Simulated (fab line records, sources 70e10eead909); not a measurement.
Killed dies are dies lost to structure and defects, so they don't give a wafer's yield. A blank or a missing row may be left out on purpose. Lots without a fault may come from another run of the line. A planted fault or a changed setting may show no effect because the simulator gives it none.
Chamber matching | flow nand_harc | NHARC_A_STAIRCASE_DEP_325 on pecvd-01: 3 sister chambers
The step deposits SiO2, target thk 7200 nm. 6 wafers are shown with their chamber, then 7 later ones without.

WAFERS WITH THEIR CHAMBER
wafer  | chamber | heater_power_w (W)
L079.3 | 2       | 775
L088.1 | 2       | 740
L088.3 | 1       | 795
L088.4 | 0       | 607
L090.1 | 1       | 740
L090.3 | 0       | 771

WAFERS WITHOUT THEIR CHAMBER
wafer  | heater_power_w (W)
L090.5 | 631
L096.1 | 716
L096.4 | 620
L096.6 | 630
L095.1 | 747
L095.4 | 618
L095.6 | 633

WHICH CHAMBER EACH WENT THROUGH
wafer  | from the rows above          | in truth
L090.5 | can't be placed: 0 or 2 or 1 | 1
L096.1 | can't be placed: 0 or 2 or 1 | 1
L096.4 | can't be placed: 0 or 2 or 1 | 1
L096.6 | can't be placed: 0 or 2 or 1 | 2
L095.1 | can't be placed: 2 or 1 or 0 | 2
L095.4 | can't be placed: 0 or 2 or 1 | 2
L095.6 | can't be placed: 0 or 2 or 1 | 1
Placed correctly: 0 of 7. Can't be placed from these rows: 7 (the true chamber is among the candidates in 7). Placed wrongly: 0.
How it was worked out, from the rows above alone: a wafer's distance from a chamber is the root of the sum, over the readings, of the square of ((its reading less the chamber's mean) divided by the reading's scatter). The wafer belongs to the nearest chamber; if the next one is less than 2 further off, it can't be placed. A chamber's mean is the mean of its shown wafers. The scatter: the root of (the sum of the squares of (reading less its chamber's mean) over the shown wafers, divided by (wafers less chambers)).
